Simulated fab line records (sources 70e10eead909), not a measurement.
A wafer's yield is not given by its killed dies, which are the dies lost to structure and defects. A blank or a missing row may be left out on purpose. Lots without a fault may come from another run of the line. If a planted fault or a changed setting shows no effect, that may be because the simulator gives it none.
Matching of chambers	flow nand_harc	cmp-03 running NHARC_P_BONDPAD_CMP_19: 4 sister chambers
The step polishes, t overpolish 30 s, cu recess touch 16 s, target thk 160.81 nm. 4 wafers are shown with their chamber, then 10 later ones without.

## WAFERS, EACH WITH ITS CHAMBER
wafer	chamber	motor_current_A (A)
L089.1	0	13.5
L089.4	2	12.2
L090.1	1	10.5
L090.2	3	9.5

## WAFERS WHOSE CHAMBER IS MISSING
wafer	motor_current_A (A)
L090.4	12.6
L092.1	13.3
L092.3	12.6
L092.6	9.8
L096.1	10.3
L096.3	9.1
L096.5	12.6
L096.2	13.2
L096.4	12.4
L096.6	10.3

## THE CHAMBER EACH PASSED THROUGH
wafer	from the rows above	in truth
L090.4	can't be placed: 2 or 0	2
L092.1	0	0
L092.3	can't be placed: 2 or 0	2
L092.6	can't be placed: 3 or 1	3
L096.1	can't be placed: 1 or 3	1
L096.3	3	3
L096.5	can't be placed: 2 or 0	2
L096.2	0	0
L096.4	2	2
L096.6	can't be placed: 1 or 3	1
Placed correctly: 4 of 10. Cannot be placed on the basis of these rows: 6; the candidates contain the true chamber in 6. Number placed wrongly: 0.
How it was worked out, from the rows above alone: a wafer's distance from a chamber is the root of the sum, over the readings, of the square of ((its reading less the chamber's mean) divided by the reading's scatter). If the next closest chamber is less than 2 further off than the closest, the wafer can't be placed; otherwise it belongs to the closest. Each chamber's mean is taken over the wafers shown for it. The scatter: with one shown wafer a chamber, the root of the mean of the squares of how far each hidden wafer lies from its nearest shown one.
